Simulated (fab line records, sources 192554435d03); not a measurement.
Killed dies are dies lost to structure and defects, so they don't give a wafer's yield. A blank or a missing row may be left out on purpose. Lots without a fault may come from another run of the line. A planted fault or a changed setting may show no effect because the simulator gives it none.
Chamber matching | flow n5_finfet | N5_BEOL_M5_STRIP_36 on rie_diel-03: 4 sister chambers
The step strips in N2/H2. 22 wafers are shown with their chamber, then 11 later ones without.

WAFERS WITH THEIR CHAMBER
wafer  | chamber | drypump_motor_current_A (A) | showerhead_plenum_p_Torr (Torr) | throttle_valve_pct (%)
L078.1 | 1       | 4.9                         | 2.69                            | 24.1
L078.2 | 2       | 6.6                         | 2.62                            | 23.2
L078.4 | 2       | 6.6                         | 2.62                            | 23.2
L079.2 | 1       | 4.9                         | 2.69                            | 24.2
L079.3 | 3       | 5.5                         | 2.49                            | 23.8
L079.5 | 2       | 6.6                         | 2.62                            | 23.2
L081.2 | 3       | 5.4                         | 2.49                            | 23.8
L081.3 | 2       | 6.6                         | 2.62                            | 23.2
L081.5 | 2       | 6.6                         | 2.62                            | 23.3
L085.2 | 2       | 6.6                         | 2.61                            | 23.2
L085.5 | 1       | 4.9                         | 2.69                            | 24.2
L085.6 | 0       | 5.7                         | 2.48                            | 23.6
L088.3 | 0       | 5.7                         | 2.48                            | 23.6
L088.5 | 0       | 5.6                         | 2.48                            | 23.6
L088.6 | 2       | 6.6                         | 2.61                            | 23.3
L087.3 | 2       | 6.6                         | 2.61                            | 23.3
L087.4 | 3       | 5.4                         | 2.48                            | 23.8
L087.6 | 0       | 5.7                         | 2.48                            | 23.6
L090.3 | 1       | 4.9                         | 2.68                            | 24.2
L090.5 | 1       | 4.9                         | 2.68                            | 24.2
L090.6 | 0       | 5.6                         | 2.48                            | 23.6
L091.1 | 2       | 6.6                         | 2.61                            | 23.2

SIGNATURES (means of the wafers above)
reading                  | chamber 0 | chamber 1 | chamber 2 | chamber 3 | scatter within a chamber
drypump_motor_current_A  | 5.660     | 4.900     | 6.600     | 5.433     | 0.0322
showerhead_plenum_p_Torr | 2.4800    | 2.6860    | 2.6156    | 2.4867    | 0.00477
throttle_valve_pct       | 23.600    | 24.180    | 23.233    | 23.800    | 0.0394
Rule: a wafer's distance from a chamber is the root of the sum, over the readings, of the square of ((its reading less the chamber's mean) divided by the reading's scatter). The wafer belongs to the nearest chamber; if the next one is less than 2 further off, it can't be placed. The scatter: the root of (the sum of the squares of (reading less its chamber's mean) over the shown wafers, divided by (wafers less chambers)).

WAFERS WITHOUT THEIR CHAMBER
wafer  | drypump_motor_current_A (A) | showerhead_plenum_p_Torr (Torr) | throttle_valve_pct (%)
L091.4 | 5.6                         | 2.48                            | 23.6
L091.5 | 6.6                         | 2.61                            | 23.2
L093.2 | 5.7                         | 2.48                            | 23.6
L093.4 | 6.6                         | 2.61                            | 23.3
L093.6 | 5.4                         | 2.48                            | 23.8
L094.1 | 5.7                         | 2.48                            | 23.7
L094.2 | 4.9                         | 2.68                            | 24.2
L094.6 | 5.7                         | 2.48                            | 23.6
L095.1 | 5.4                         | 2.48                            | 23.8
L095.5 | 4.9                         | 2.68                            | 24.2
L095.6 | 6.6                         | 2.61                            | 23.2

WHICH CHAMBER EACH WENT THROUGH
wafer  | from the rows above | in truth
L091.4 | 0                   | 0
L091.5 | 2                   | 2
L093.2 | 0                   | 0
L093.4 | 2                   | 2
L093.6 | 3                   | 3
L094.1 | 0                   | 0
L094.2 | 1                   | 1
L094.6 | 0                   | 0
L095.1 | 3                   | 3
L095.5 | 1                   | 1
L095.6 | 2                   | 2
Placed correctly: 11 of 11. Can't be placed from these rows: 0. Placed wrongly: 0.
